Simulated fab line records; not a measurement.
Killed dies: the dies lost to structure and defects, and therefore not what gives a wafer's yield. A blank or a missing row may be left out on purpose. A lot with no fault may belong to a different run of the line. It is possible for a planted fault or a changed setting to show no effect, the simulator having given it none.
One fault through the eyes of 2 desks | flow n5-finfet | every desk sees just its own numbers, and what lay behind them comes last

== TOOL OWNER'S DESK, pecvd-04 ==
The tool's own readings at N5_BEOL_M3_ILD_DEP_00 (deposits SiOC from DEMS/O2, target thk 79 nm, time 15.3 s): means of the sampled wafers that have a number, for each lot that ran on this tool. The brackets show how far a lot's mean lies from the usual mean; more than 4 standard deviations puts the lot out of limits, marked OUT.
Columns: A = heater-power-outer-w at N5_BEOL_M3_ILD_DEP_00, usual 252 W; B = heater-power-w at N5_BEOL_M3_ILD_DEP_00, usual 486 W; C = showerhead-plenum-p-Torr at N5_BEOL_M3_ILD_DEP_00, usual 5.699 Torr; D = throttle-valve-pct at N5_BEOL_M3_ILD_DEP_00, usual 12.0 %
lot  | first seen here | A   | B   | C     | D
L447 | day 8 22:47     | 259 | 508 | 5.699 | 12.0
L458 | day 11 04:32    | 219 | 455 | 5.694 | 12.2
L460 | day 11 12:21    | 205 | 452 | 5.706 | 11.8
L461 | day 12 01:58    | 293 | 500 | 5.700 | 12.9
L462 | day 12 14:38    | 289 | 510 | 5.691 | 12.9
Finding of this desk: none of the 5 lots has anything out of limits.

== AT THE METROLOGY DESK ==
Means of the sampled wafers that have a number, per lot and without regard to the tool the lot ran on: this is what the gauges read. The brackets show how far a lot's mean lies from the usual mean; more than 4 standard deviations puts the lot out of limits, marked OUT. Of its 11 readings 7 are shown: the one that was out of limits first, and those that lie furthest out on some lot.
Columns: A = M3_ILD_THK at N5_BEOL_M3_THK_MEAS_01, usual 79.4 nm; B = DIBL_N at N5_BEOL_M4_RC_MEAS_101, usual 36.4 mV/V; C = IOFF_P at N5_BEOL_M4_RC_MEAS_101, usual 0.21 nA/um; D = ION_P at N5_BEOL_M4_RC_MEAS_101, usual 464 uA/um; E = SS_P at N5_BEOL_M4_RC_MEAS_101, usual 73.3 mV/dec; F = VT_N at N5_BEOL_M4_RC_MEAS_101, usual 250 mV; G = VT_P at N5_BEOL_M4_RC_MEAS_101, usual -251 mV
lot  | first seen here | A              | B    | C    | D   | E    | F   | G
L446 | day 7 22:04     | 78.8           | 34.4 | 0.17 | 462 | 72.0 | 251 | -253
L447 | day 8 22:52     | 79.8           | 34.4 | 0.16 | 459 | 72.5 | 251 | -254
L452 | day 9 22:13     | 78.6           | 36.9 | 0.21 | 468 | 73.7 | 247 | -250
L455 | day 10 19:17    | 79.2           | 38.9 | 0.25 | 465 | 74.1 | 250 | -250
L458 | day 11 04:36    | 79.0           | 38.1 | 0.22 | 459 | 74.1 | 250 | -252
L460 | day 11 12:25    | 79.6           | 35.6 | 0.17 | 447 | 73.0 | 253 | -255
L461 | day 12 02:02    | 92.8 (+11) OUT | 37.2 | 0.24 | 470 | 74.4 | 248 | -248
L462 | day 12 14:43    | 91.5 (+10) OUT | 36.0 | 0.18 | 462 | 72.3 | 251 | -253
L463 | day 12 22:55    | 80.6           | 37.0 | 0.23 | 469 | 73.6 | 246 | -251
L465 | day 13 04:28    | 80.2           | 31.1 | 0.11 | 446 | 71.4 | 258 | -261
This desk reports L461, L462 out of limits; the earliest was L461 at day 12 02:02 (M3_ILD_THK at N5_BEOL_M3_THK_MEAS_01). L446, L447, L452, L455, L458, L460, L463, L465 stayed within limits.

== PUT TOGETHER ==
The metrology desk could have raised an alarm at day 12 02:02, on L461, L462.
The desk of the tool owner found nothing out of limits.
On record at the tool owner's desk: L461, L462, within its limits.
N5_BEOL_M3_ILD_DEP_00 was run on pecvd-04 by each of the lots named.

== WHAT THE SIMULATOR PUT IN ==
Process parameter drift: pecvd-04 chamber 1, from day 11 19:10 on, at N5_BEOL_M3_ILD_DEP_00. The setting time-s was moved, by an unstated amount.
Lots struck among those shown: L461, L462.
Per desk, hours elapsed from the start of the fault to the first reading out of limits: for the metrology desk, 7.
